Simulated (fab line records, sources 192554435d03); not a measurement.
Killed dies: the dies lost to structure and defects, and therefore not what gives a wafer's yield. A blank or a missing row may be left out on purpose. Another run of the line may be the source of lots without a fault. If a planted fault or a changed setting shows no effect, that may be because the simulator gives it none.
Chamber matching -- flow n5-finfet -- rie-diel-05 running N5_BEOL_M13_VIA_ETCH_16: 4 sister chambers
The step etches SiOC in C4F8/O2/Ar, target depth 921.7 nm. 4 wafers are shown with their chamber, then 10 later ones without.

== WAFERS WITH THEIR CHAMBER ==
wafer,chamber,showerhead-plenum-p-Torr (Torr)
L084.6,1,3.49
L086.1,2,3.26
L088.1,0,3.24
L088.4,3,3.53

== WAFERS WHOSE CHAMBER IS MISSING ==
wafer,showerhead-plenum-p-Torr (Torr)
L088.5,3.24
L091.2,3.23
L091.3,3.53
L091.5,3.53
L090.3,3.23
L090.4,3.23
L090.6,3.26
L094.2,3.23
L094.3,3.26
L094.6,3.48

== THE CHAMBER EACH PASSED THROUGH ==
wafer,from the rows above,in truth
L088.5,0,0
L091.2,0,0
L091.3,3,3
L091.5,3,3
L090.3,0,0
L090.4,0,0
L090.6,2,2
L094.2,0,0
L094.3,2,2
L094.6,1,1
Correct placement for 10 of the 10. Not placeable from these rows: 0. Wrongly placed: 0.
How it was worked out, from the rows above alone: a wafer's distance from a chamber is the root of the sum, over the readings, of the square of ((its reading less the chamber's mean) divided by the reading's scatter). If the next closest chamber is less than 2 further off than the closest, the wafer can't be placed; otherwise it belongs to the closest. The mean given for a chamber averages the wafers shown for that chamber. The scatter: root of mean squared gap, hidden wafer to nearest shown wafer, with one shown wafer a chamber.
